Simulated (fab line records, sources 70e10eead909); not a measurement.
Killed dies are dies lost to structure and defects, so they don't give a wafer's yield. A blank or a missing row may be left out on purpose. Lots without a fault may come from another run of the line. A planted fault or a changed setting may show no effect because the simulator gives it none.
A struck lot beside a sound one | flow nand_harc | 15 steps out of a route of 1159
Sound: wafers L979.2, L979.3, L979.4. Struck: wafers L990.2, L990.5, L990.6. The cause comes at the end.
At each step with rows: each side's tool, then ch and its chambers, then its first start. Under that, the readings that differ: sound wafers | struck wafers | difference of the means | sigmas: that difference in standard deviations of wafers without a fault.
alike: readings whose means differ by less than 2 such deviations, and words and numbers that are the same on both sides. not compared: withheld readings, readings that some wafer has no value for, bounds like >300 that may hide the same value, and numbers for which the record gives no deviation and whose values overlap.
The two part at a step that has a row with sigmas, a row that says differs or no value, or rows on one side only. Numbers that don't overlap but have no deviation are shown without sigmas and don't part them. A reading that every wafer of one side lacks parts them only if that side has two wafers or more.

NHARC_A_SGD_CUT_THK_MEAS_22: measures by ellipsometry.
  sound on film_metro-02, day 14 15:37; struck on film_metro-01, day 18 04:11
  alike: thk_nm
then, 2 steps without rows for these wafers: NHARC_A_SGD_CUT_SRD_23; NHARC_A_SGD_CUT_ETCH_26 (etches SiO2 in dHF, target depth 45.8 nm).
NHARC_A_SGD_CUT_ETCHBACK_24: etches the open film in CH3F/O2, target depth 50 nm, time 92.857 s.
  sound on rie_diel-06 ch 1,2,3, day 14 15:51; struck on rie_diel-06 ch 2,3, day 18 04:29
  alike: drypump_motor_current_A, oes_product_au, rf_fwd_power_W, rf_vpp_V, showerhead_plenum_p_Torr, throttle_valve_pct
  not compared: rf_hours_counter_h
NHARC_A_SGD_CUT_STRIP_28: strips in O2, time 20 s.
  sound on rie_diel-06 ch 0,1,3; struck on rie_diel-06 ch 0,3
  alike: drypump_motor_current_A, oes_product_au, rf_vpp_V, showerhead_plenum_p_Torr, throttle_valve_pct
  not compared: rf_hours_counter_h
NHARC_A_SGD_CUT_INSPECT_25:
  sound on defect_inspect-01, day 14 16:05; struck on defect_inspect-02, day 18 04:43
  alike: raw_defect_count
NHARC_A_SLIT_DEP_25: deposits SiO2, target thk 200 nm.
  sound on pecvd-02 ch 0,1, day 14 16:11; struck on pecvd-04 ch 0,2, day 18 04:47
  alike: heater_power_w, mfc_precursor_sccm, rf_fwd_power_W, throttle_valve_pct
NHARC_A_SLIT_DEP_00: deposits aC, target thk 3200 nm.
  sound on acl_dep-02 ch 0, day 14 18:16; struck on acl_dep-01 ch 0, day 18 09:02
  alike: throttle_valve_pct
NHARC_A_SLIT_DEP_23: deposits SiON, target thk 100 nm.
  sound on pecvd-04 ch 1,2, day 14 19:55; struck on pecvd-02 ch 0,1, day 18 10:42
  alike: heater_power_w, rf_fwd_power_W
then, 3 steps without rows for these wafers: NHARC_A_SLIT_DEHYDRATE_01 (time 120 s); NHARC_A_SLIT_HMDS_02 (time 30 s); NHARC_A_SLIT_COAT_03 (resist thk 90 nm).
NHARC_A_SLIT_SOFTBAKE_04: time 55 s.
  sound on litho_track-06 ch 0, day 14 20:00; struck on litho_track-01 ch 0, day 18 10:00
  reading                  | sound                | struck               | difference | sigmas
  heater_power_total_W (W) | 188.34 188.72 188.38 | 163.98 163.99 163.91 | -24.52     | -99 or more
  plate_temp_C (C)         | 105.24 105.37 105.12 | 104.68 104.94 105.07 | -0.35      | -2
then, 1 step without rows for these wafers: NHARC_A_SLIT_EBR_05.
-- the record jumps here: 5 days lie between the struck wafers' starts before and after (it left off in module A_SLIT and takes up again in module END, whose first step shown is number 1159 of the route) --
NHARC_END_SORT_01:
  sound on prober-01 ch 0, day 19 22:16; struck on prober-02 ch 0, day 23 21:22
  alike: killed_at_array, killed_at_other, killed_at_periphery, killed_dies, killed_open, killed_short

WHERE THEY PART
Only at NHARC_A_SLIT_SOFTBAKE_04, within this record. Later steps at which nothing parts them and some readings are alike: NHARC_END_SORT_01.

WHY: what the simulator had put in
Process parameter drift: litho_track-01, from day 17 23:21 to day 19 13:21, at NHARC_A_SLIT_SOFTBAKE_04. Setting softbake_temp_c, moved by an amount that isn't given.
